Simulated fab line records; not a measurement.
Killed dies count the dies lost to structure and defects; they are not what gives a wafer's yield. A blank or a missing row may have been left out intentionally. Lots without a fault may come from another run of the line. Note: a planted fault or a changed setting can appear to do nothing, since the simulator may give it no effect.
What tool caused it? :: flow nand_harc :: Sampling: 13 lots, 39 wafers, 5 of 1302 route steps

WHAT THE GAUGES SHOWED, per wafer
NHARC_THIN_TSV_THK_MEAS_02: measures by ir.
lot: L417
measured: day 24 08:22
on: film_metro-02
thk_nm (nm): 2688 2943 2630

lot: L416
measured: day 24 11:27
on: film_metro-01
thk_nm (nm): 2959 3182 3276

lot: L419
measured: day 24 12:40
on: film_metro-01
thk_nm (nm): 2873 3026 3119

lot: L420
measured: day 24 15:54
on: film_metro-02
thk_nm (nm): 2755 2723 2665

lot: L422
measured: day 25 07:08
on: film_metro-01
thk_nm (nm): 2791 2998 3240

lot: L421
measured: day 25 11:43
on: film_metro-01
thk_nm (nm): 3225 2880 3146

lot: L426
measured: day 27 05:06
on: film_metro-02
thk_nm (nm): 3311 3472 3581

lot: L425
measured: day 27 15:48
on: film_metro-01
thk_nm (nm): 3017 2914 3312

lot: L428
measured: day 28 10:39
on: film_metro-01
thk_nm (nm): 3109 2681 2737

lot: L434
measured: day 30 17:28
on: film_metro-01
thk_nm (nm): 2986 3146 3338

lot: L436
measured: day 31 03:33
on: film_metro-02
thk_nm (nm): 3002 2868 2732

lot: L438
measured: day 33 21:28
on: film_metro-01
thk_nm (nm): 3114 2741 2882

lot: L437
measured: day 33 18:56
on: film_metro-02
thk_nm (nm): 3225 3373 3113

NHARC_THIN_TSV_CD_MEAS_16.
lot: L417
measured: day 24 10:16
on: cd_sem-01
cd_nm (nm): 999.7 999.2 999.9

lot: L416
measured: day 24 13:51
on: cd_sem-03
cd_nm (nm): 999.5 1001.9 1000.7

lot: L419
measured: day 24 14:43
on: cd_sem-01
cd_nm (nm): 1001.0 999.0 1000.2

lot: L420
measured: day 24 17:49
on: cd_sem-01
cd_nm (nm): 999.8 1002.9 1003.4

lot: L422
measured: day 25 09:08
on: cd_sem-02
cd_nm (nm): 999.5 1001.7 1000.0

lot: L421
measured: day 25 13:36
on: cd_sem-02
cd_nm (nm): 998.6 997.7 999.3

lot: L426
measured: day 27 07:15
on: cd_sem-01
cd_nm (nm): 998.4 1000.5 1002.3

lot: L425
measured: day 27 17:49
on: cd_sem-02
cd_nm (nm): 1000.3 1000.8 1000.9

lot: L428
measured: day 28 12:32
on: cd_sem-02
cd_nm (nm): 1000.4 998.1 1001.7

lot: L434
measured: day 30 19:42
on: cd_sem-02
cd_nm (nm): 999.3 1001.6 1000.8

lot: L436
measured: day 31 05:34
on: cd_sem-01
cd_nm (nm): 1003.0 999.7 1001.8

lot: L438
measured: day 33 23:28
on: cd_sem-03
cd_nm (nm): 1000.0 999.5 999.8

lot: L437
measured: day 33 20:58
on: cd_sem-02
cd_nm (nm): 1002.1 1001.5 1002.4

NHARC_END_SORT_01.
lot: L422
measured: day 26 00:31
on: prober-01
killed_at_array: 28 26 32
killed_at_other: 1 0 1
killed_at_periphery: 1 4 2
killed_dies: 30 30 35
killed_open: 3 7 3
killed_short: 1 0 4

lot: L428
measured: day 29 00:52
on: prober-02
killed_at_array: 32 257 38
killed_at_other: 3 2 0
killed_at_periphery: 1 3 2
killed_dies: 36 262 40
killed_open: 0 2 4
killed_short: 2 3 0

lot: L434
measured: day 31 09:58
on: prober-01
killed_at_array: 52 55 47
killed_at_other: 1 1 0
killed_at_periphery: 8 6 2
killed_dies: 61 62 49
killed_open: 5 1 4
killed_short: 3 5 1

WHICH TOOL RAN EACH LOT (tool, then ch and the chambers of the sampled wafers, then the start)
lot: L417
NHARC_A_STAIRCASE_CMP_450: cmp-02 ch 0,2, day 19 14:25
NHARC_THIN_TSV_PRE_CLEAN_54: pvd_sputter-01, day 24 14:07

lot: L416
NHARC_A_STAIRCASE_CMP_450: cmp-02 ch 0,1,3, day 19 22:32
NHARC_THIN_TSV_PRE_CLEAN_54: pvd_sputter-02, day 24 17:44

lot: L419
NHARC_A_STAIRCASE_CMP_450: cmp-01 ch 0,1,2, day 20 01:04
NHARC_THIN_TSV_PRE_CLEAN_54: pvd_sputter-03, day 24 18:35

lot: L420
NHARC_A_STAIRCASE_CMP_450: cmp-04 ch 0,1,3, day 20 01:11
NHARC_THIN_TSV_PRE_CLEAN_54: pvd_sputter-02, day 24 21:46

lot: L422
NHARC_A_STAIRCASE_CMP_450: cmp-01 ch 1,2,3, day 20 15:22
NHARC_THIN_TSV_PRE_CLEAN_54: pvd_sputter-03, day 25 13:02

lot: L421
NHARC_A_STAIRCASE_CMP_450: cmp-04 ch 0,1, day 21 02:32
NHARC_THIN_TSV_PRE_CLEAN_54: pvd_sputter-01, day 25 17:29

lot: L426
NHARC_A_STAIRCASE_CMP_450: cmp-01 ch 0,1,2, day 22 18:23
NHARC_THIN_TSV_PRE_CLEAN_54: pvd_sputter-01, day 27 11:16

lot: L425
NHARC_A_STAIRCASE_CMP_450: cmp-02 ch 0,1,2, day 22 23:17
NHARC_THIN_TSV_PRE_CLEAN_54: pvd_sputter-03, day 27 21:56

lot: L428
NHARC_A_STAIRCASE_CMP_450: cmp-04 ch 0,1,2, day 23 14:40
NHARC_THIN_TSV_PRE_CLEAN_54: pvd_sputter-01, day 28 16:25

lot: L434
NHARC_A_STAIRCASE_CMP_450: cmp-01 ch 1,3, day 25 17:24
NHARC_THIN_TSV_PRE_CLEAN_54: pvd_sputter-02, day 30 23:38

lot: L436
NHARC_A_STAIRCASE_CMP_450: cmp-01 ch 1,2,3, day 26 15:31
NHARC_THIN_TSV_PRE_CLEAN_54: pvd_sputter-03, day 31 09:25

lot: L438
NHARC_A_STAIRCASE_CMP_450: cmp-01 ch 1,2, day 28 01:59
NHARC_THIN_TSV_PRE_CLEAN_54: pvd_sputter-01, day 34 03:22

lot: L437
NHARC_A_STAIRCASE_CMP_450: cmp-01 ch 1,2,3, day 28 22:58
NHARC_THIN_TSV_PRE_CLEAN_54: pvd_sputter-03, day 34 00:58
- NHARC_A_STAIRCASE_CMP_450: polishes SiO2, target thk 200 nm.
- NHARC_THIN_TSV_PRE_CLEAN_54: time 30 s.

WHAT THE TOOLS THEMSELVES READ (means of the sampled wafers that have a number; where no wafer has one, the mark that the record gives instead)
NHARC_A_STAIRCASE_CMP_450.
lot: L417
tool: cmp-02
edge_zone_pressure_frac: 0.997
motor_current_A (A): 11.1
slurry_filter_dp_kPa (kPa): 13.43

lot: L416
tool: cmp-02
edge_zone_pressure_frac: 0.999
motor_current_A (A): 11.8
slurry_filter_dp_kPa (kPa): 13.42

lot: L419
tool: cmp-01
edge_zone_pressure_frac: 1.001
motor_current_A (A): 12.4
slurry_filter_dp_kPa (kPa): 13.60

lot: L420
tool: cmp-04
edge_zone_pressure_frac: 1.001
motor_current_A (A): 11.9
slurry_filter_dp_kPa (kPa): 13.46

lot: L422
tool: cmp-01
edge_zone_pressure_frac: 0.998
motor_current_A (A): 11.5
slurry_filter_dp_kPa (kPa): 13.48

lot: L421
tool: cmp-04
edge_zone_pressure_frac: 1.003
motor_current_A (A): 12.0
slurry_filter_dp_kPa (kPa): 13.44

lot: L426
tool: cmp-01
edge_zone_pressure_frac: 1.000
motor_current_A (A): 12.5
slurry_filter_dp_kPa (kPa): 13.35

lot: L425
tool: cmp-02
edge_zone_pressure_frac: 1.000
motor_current_A (A): 11.8
slurry_filter_dp_kPa (kPa): 13.62

lot: L428
tool: cmp-04
edge_zone_pressure_frac: 1.000
motor_current_A (A): 11.4
slurry_filter_dp_kPa (kPa): 13.52

lot: L434
tool: cmp-01
edge_zone_pressure_frac: 0.999
motor_current_A (A): 11.0
slurry_filter_dp_kPa (kPa): 13.34

lot: L436
tool: cmp-01
edge_zone_pressure_frac: 0.995
motor_current_A (A): 11.3
slurry_filter_dp_kPa (kPa): 13.55

lot: L438
tool: cmp-01
edge_zone_pressure_frac: 1.003
motor_current_A (A): 12.1
slurry_filter_dp_kPa (kPa): 13.57

lot: L437
tool: cmp-01
edge_zone_pressure_frac: 1.000
motor_current_A (A): 11.3
slurry_filter_dp_kPa (kPa): 13.47

NHARC_THIN_TSV_PRE_CLEAN_54.
lot: L417
tool: pvd_sputter-01
heater_power_w (W): 414

lot: L416
tool: pvd_sputter-02
heater_power_w (W): 415

lot: L419
tool: pvd_sputter-03
heater_power_w (W): 388

lot: L420
tool: pvd_sputter-02
heater_power_w (W): 430

lot: L422
tool: pvd_sputter-03
heater_power_w (W): 411

lot: L421
tool: pvd_sputter-01
heater_power_w (W): 383

lot: L426
tool: pvd_sputter-01
heater_power_w (W): 377

lot: L425
tool: pvd_sputter-03
heater_power_w (W): 434

lot: L428
tool: pvd_sputter-01
heater_power_w (W): 396

lot: L434
tool: pvd_sputter-02
heater_power_w (W): 416

lot: L436
tool: pvd_sputter-03
heater_power_w (W): 416

lot: L438
tool: pvd_sputter-01
heater_power_w (W): 393

lot: L437
tool: pvd_sputter-03
heater_power_w (W): 391

THE ANSWER, worked out from the rows above alone
Rule: the usual values come from the lots themselves. The widest of any qualifying gaps counts: lots, ordered by their means at a reading, are off when they make up no more than a third of the lots, leave a main group of 4 or more, and stand apart from it by 3 or more times the standard deviation of that group's means. Not used: any main group whose means are identical at the precision the tables above print for the reading. A lot without any number at a reading at which 4 lots or more have one is off too. Any other lot the step has rows for is counted as sound. First the gauges in route order, then the tools' own readings, where a lot's mean is used as printed above. The first step at which some lot is off is used, and at that step the reading that is off furthest; a lot without a number counts as furthest.
Nothing can be told from this: no lot is off at any reading shown.

WHAT THE SIMULATOR HAD INSERTED
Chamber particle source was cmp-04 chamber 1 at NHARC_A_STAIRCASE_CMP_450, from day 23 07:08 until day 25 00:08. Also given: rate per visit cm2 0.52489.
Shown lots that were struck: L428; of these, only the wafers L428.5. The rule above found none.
